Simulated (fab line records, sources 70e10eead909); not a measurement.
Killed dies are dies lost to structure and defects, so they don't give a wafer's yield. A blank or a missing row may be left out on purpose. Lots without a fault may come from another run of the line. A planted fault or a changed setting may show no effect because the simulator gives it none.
Which tool did it? | flow nand_harc | 7 lots, 21 wafers sampled, at 2 steps of a route of 1302

WHAT THE GAUGES READ, wafer by wafer
NHARC_THIN_TSV_CD_MEAS_16.
lot  | measured     | on        | cd_nm (nm)
L468 | day 23 21:10 | cd_sem-01 | 1004.4 1004.6 1000.8
L469 | day 24 19:58 | cd_sem-01 | 1003.0 1003.1 1002.2
L476 | day 27 23:34 | cd_sem-02 | 1001.6 1002.1 998.2
L481 | day 29 21:04 | cd_sem-02 | 997.7 1003.1 999.0
L482 | day 30 17:06 | cd_sem-03 | 996.7 997.2 999.5
L486 | day 32 22:55 | cd_sem-01 | 1003.2 999.8 1000.5
L488 | day 33 03:05 | cd_sem-01 | 1001.2 1000.5 997.5

WHICH TOOL RAN EACH LOT (tool, then ch and the chambers of the sampled wafers, then the start)
lot  | NHARC_A_STAIRCASE_HM_OPEN_463
L468 | rie_diel-12 ch 0,1,3, day 17 08:41
L469 | rie_diel-12 ch 0,3, day 18 00:59
L476 | rie_diel-12 ch 2,3, day 21 10:50
L481 | rie_diel-03 ch 1,2,3, day 23 04:53
L482 | rie_diel-03 ch 1,3, day 23 18:58
L486 | rie_diel-03 ch 2,3, day 26 01:20
L488 | rie_diel-12 ch 1,2, day 26 11:04
- NHARC_A_STAIRCASE_HM_OPEN_463: chemistry O2/COS.

THE ANSWER, worked out from the rows above alone
Rule: what is usual is taken from the lots themselves. Put in order of their means at a reading, lots are off if they are a third of the lots or fewer, leave a main group of 4 or more, and stand apart from it by a gap of 3 or more times the standard deviation of the main group's means; of several such gaps the widest counts. A main group whose means are all the same, to the digits that the tables above print for the reading, isn't used. A lot without any number at a reading at which 4 lots or more have one is off too. The other lots that the step has rows for count as sound.
No lot is off at any reading shown: from this, nothing can be told.

WHAT THE SIMULATOR HAD PUT IN
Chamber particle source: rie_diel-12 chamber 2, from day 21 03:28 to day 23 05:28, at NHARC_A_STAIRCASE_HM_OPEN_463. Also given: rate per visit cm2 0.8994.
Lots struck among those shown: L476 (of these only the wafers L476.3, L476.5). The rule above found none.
